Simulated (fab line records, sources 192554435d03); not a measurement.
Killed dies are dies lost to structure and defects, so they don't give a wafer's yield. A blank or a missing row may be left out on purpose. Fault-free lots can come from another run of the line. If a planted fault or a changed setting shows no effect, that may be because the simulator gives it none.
What tool caused it?	flow n5 finfet	31 wafers from 11 lots sampled at 4 of the route's 1938 steps

## WHAT EACH GAUGE READ, for each wafer
N5_PASSIVATION_OVL_MEAS_66. Usual: PASS_OPEN_OVL typically reads 4 nm, with standard deviation 6.
lot	measured	on	PASS_OPEN_OVL (nm)	flag
L243	day 12 12:23	overlay-02	4 -1 4	
L246	day 13 00:25	overlay-02	8 0 0	
L247	day 12 23:08	overlay-01	2 0 5	
L248	day 13 02:25	overlay-02	11 3	
L249	day 12 23:55	overlay-02	5 -1	
L250	day 14 01:01	overlay-02	-1 -8 -3	
L252	day 13 19:22	overlay-02	0 -6 1	
L253	day 15 02:14	overlay-02	1 3 3	
L255	day 15 03:11	overlay-02	-8 0 -5	
L263	day 17 02:31	overlay-02	0 13 -5	
L266	day 17 19:26	overlay-02	4 4 3	

## TOOL THAT RAN EACH LOT (tool first, then ch and the chambers of the sampled wafers, then the start)
lot	N5_HKMG_FIN_ALD_71	N5_PASSIVATION_DESCUM_12	N5_PASSIVATION_ETCH_15
L243	ald metal-01 ch 0,1,3, day 4 05:43	rie diel-05 ch 2,3, day 12 08:58	rie diel-05 ch 2,3, day 12 12:23 or earlier
L246	ald metal-04 ch 1,2, day 4 22:20	rie diel-05 ch 0,2,3, day 12 20:25	rie diel-05 ch 0,2,3, day 13 00:25 or earlier
L247	ald metal-03 ch 0,1,3, day 5 05:38	rie diel-05 ch 0,3, day 12 18:52	rie diel-05 ch 0,3, day 12 23:08 or earlier
L248	ald metal-01 ch 2, day 5 09:33	rie diel-01 ch 1,2, day 12 22:19	rie diel-01 ch 1,2, day 13 02:25 or earlier
L249	ald metal-03 ch 1,2, day 5 15:26	rie diel-02 ch 1,2, day 12 20:22	rie diel-02 ch 1,2, day 12 23:55 or earlier
L250	ald metal-03 ch 1,2,3, day 5 22:19	rie diel-01 ch 1,2, day 13 21:16	rie diel-01 ch 1,2, day 14 01:01 or earlier
L252	ald metal-01 ch 1,2,3, day 6 15:29	rie diel-01 ch 0,1,3, day 13 16:07	rie diel-01 ch 0,1,3, day 13 19:22 or earlier
L253	ald metal-01 ch 1,2,3, day 6 21:56	rie diel-02 ch 0,1,3, day 14 22:53	rie diel-02 ch 0,1,3, day 15 02:14 or earlier
L255	ald metal-01 ch 1,2,3, day 7 07:45	rie diel-01 ch 0,2, day 14 23:08	rie diel-01 ch 0,2, day 15 03:11 or earlier
L263	ald metal-04 ch 0,1,3, day 9 05:31	rie diel-05 ch 1,2,3, day 16 21:51	rie diel-05 ch 1,2,3, day 17 02:31 or earlier
L266	ald metal-04 ch 0,3, day 9 23:37	rie diel-05 ch 1,2, day 17 16:15	rie diel-05 ch 1,2, day 17 19:26 or earlier
- N5_HKMG_FIN_ALD_71: deposits TiN, target thk 1 nm, pulse time 1 s, purge time 3 s.
- N5_PASSIVATION_DESCUM_12: chemistry O2, time 7.9 s.
- N5_PASSIVATION_ETCH_15: etches SiCN in CF4/N2, target depth 75 nm, time 81.2 s.

## WHAT THE TOOLS THEMSELVES READ (means of the sampled wafers that have a number; where no wafer has one, the mark that the record gives instead)
N5_HKMG_FIN_ALD_71. Usual: heater power w 875 W, standard deviation 80; precursor pulse height rel 1.001, standard deviation 0.019.
lot	tool	heater power w (W)	precursor pulse height rel	flag
L243	ald metal-01	931	0.980	
L246	ald metal-04	918	1.000	
L247	ald metal-03	891	0.999	
L248	ald metal-01	888	1.018	
L249	ald metal-03	777	1.007	
L250	ald metal-03	841	0.994	
L252	ald metal-01	897	1.019	
L253	ald metal-01	895	1.002	
L255	ald metal-01	904	1.015	
L263	ald metal-04	793	1.004	
L266	ald metal-04	781	0.971	

N5_PASSIVATION_DESCUM_12. Usual: drypump motor current A 5.91 A, standard deviation 0.3; oes product au 0.77 a.u., standard deviation 0.071; rf vpp V 243.1 V, standard deviation 1.3; showerhead plenum p Torr 2.08 Torr, standard deviation 0.059; throttle valve pct 20.39 %, standard deviation 0.23.
lot	tool	drypump motor current A (A)	oes product au (a.u.)	rf vpp V (V)	showerhead plenum p Torr (Torr)	throttle valve pct (%)	flag
L243	rie diel-05	5.84	0.80	242.9	2.08	20.44	
L246	rie diel-05	5.78	0.76	243.6	2.08	20.47	
L247	rie diel-05	5.91	0.72	243.6	2.10	20.47	
L248	rie diel-01	5.89	0.80	244.0	2.08	20.10	
L249	rie diel-02	6.33	0.80	243.9	2.13	20.37	
L250	rie diel-01	5.99	0.77	243.6	2.07	20.12	
L252	rie diel-01	6.05	0.78	243.0	2.06	20.26	
L253	rie diel-02	6.08	0.75	243.4	2.10	20.46	
L255	rie diel-01	5.90	0.85	243.7	2.11	20.06	
L263	rie diel-05	5.79	0.74	242.6	2.05	20.59	
L266	rie diel-05	5.59	0.75	241.5	2.01	20.71	

N5_PASSIVATION_ETCH_15. Usual: drypump motor current A 5.92 A, standard deviation 0.3; oes product au 0.77 a.u., standard deviation 0.075; rf vpp V 382.2 V, standard deviation 1.7; showerhead plenum p Torr 2.20 Torr, standard deviation 0.065; throttle valve pct 15.44 %, standard deviation 0.21.
lot	tool	drypump motor current A (A)	oes product au (a.u.)	rf vpp V (V)	showerhead plenum p Torr (Torr)	throttle valve pct (%)	flag
L243	rie diel-05	5.84	0.80	381.7	2.18	15.30	
L246	rie diel-05	5.80	0.75	383.0	2.19	15.47	
L247	rie diel-05	5.92	0.71	383.2	2.23	15.56	
L248	rie diel-01	5.88	0.80	383.1	2.21	15.25	
L249	rie diel-02	6.33	0.80	383.0	2.27	15.47	
L250	rie diel-01	6.00	0.79	382.6	2.20	15.29	
L252	rie diel-01	6.06	0.77	381.1	2.18	15.35	
L253	rie diel-02	6.06	0.76	383.0	2.23	15.65	
L255	rie diel-01	5.90	0.85	382.9	2.24	15.14	
L263	rie diel-05	5.78	0.74	380.5	2.16	15.52	
L266	rie diel-05	5.59	0.76	380.1	2.11	15.59	

## THE ANSWER, worked out from the rows above alone
Rule: take the mean of a lot's wafers that have a number; if it is more than 3 standard deviations from the usual mean, the lot is off. A lot without any number at a reading at which 4 lots or more have one is off too. Where the step has rows for the other lots, those lots are counted as sound. First the gauges in route order, then the tools' own readings, where a lot's mean is used as printed above. The first step at which some lot is off is used, and at that step the reading that is off furthest; a lot without a number counts as furthest.
Nothing can be told from this: no lot is off at any reading shown.

## WHAT THE SIMULATOR HAD PUT IN
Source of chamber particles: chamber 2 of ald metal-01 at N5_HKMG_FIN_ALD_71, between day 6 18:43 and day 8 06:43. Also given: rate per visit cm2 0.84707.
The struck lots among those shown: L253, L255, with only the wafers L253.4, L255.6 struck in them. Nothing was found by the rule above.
